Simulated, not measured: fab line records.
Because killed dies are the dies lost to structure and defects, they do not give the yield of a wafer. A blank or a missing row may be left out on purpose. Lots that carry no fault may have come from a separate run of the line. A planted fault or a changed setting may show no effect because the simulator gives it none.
Matching of chambers | flow n5 finfet | N5_BEOL_M2_DEP_57 on pecvd-04: 3 sister chambers
The step deposits SiCN from 3MS/NH3, target thk 8 nm, time 14 s. 3 wafers are shown with their chamber, then 8 later ones without.

== WAFERS, EACH WITH ITS CHAMBER ==
wafer  | chamber | showerhead plenum p Torr (Torr)
L082.3 | 1       | 3.680
L082.6 | 2       | 3.663
L090.3 | 0       | 3.667

== WAFERS WHOSE CHAMBER IS MISSING ==
wafer  | showerhead plenum p Torr (Torr)
L090.4 | 3.659
L090.5 | 3.687
L091.1 | 3.665
L091.2 | 3.685
L091.4 | 3.666
L092.1 | 3.662
L092.3 | 3.686
L092.5 | 3.657

== EACH ONE'S CHAMBER ==
wafer  | from the rows above     | in truth
L090.4 | can't be placed: 2 or 0 | 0
L090.5 | 1                       | 1
L091.1 | can't be placed: 0 or 2 | 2
L091.2 | 1                       | 1
L091.4 | can't be placed: 0 or 2 | 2
L092.1 | can't be placed: 2 or 0 | 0
L092.3 | 1                       | 1
L092.5 | can't be placed: 2 or 0 | 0
Correct placement for 3 of the 8. These rows do not allow placing 5 (true chamber among the candidates in 5). Wrongly placed: 0.
How it was worked out, from the rows above alone: a wafer's distance from a chamber is the root of the sum, over the readings, of the square of ((its reading less the chamber's mean) divided by the reading's scatter). The wafer belongs to the nearest chamber; if the next one is less than 2 further off, it can't be placed. A chamber's mean is the mean of its shown wafers. The scatter (one wafer shown for each chamber): square how far every hidden wafer sits from the nearest shown wafer, average those squares and take the square root.
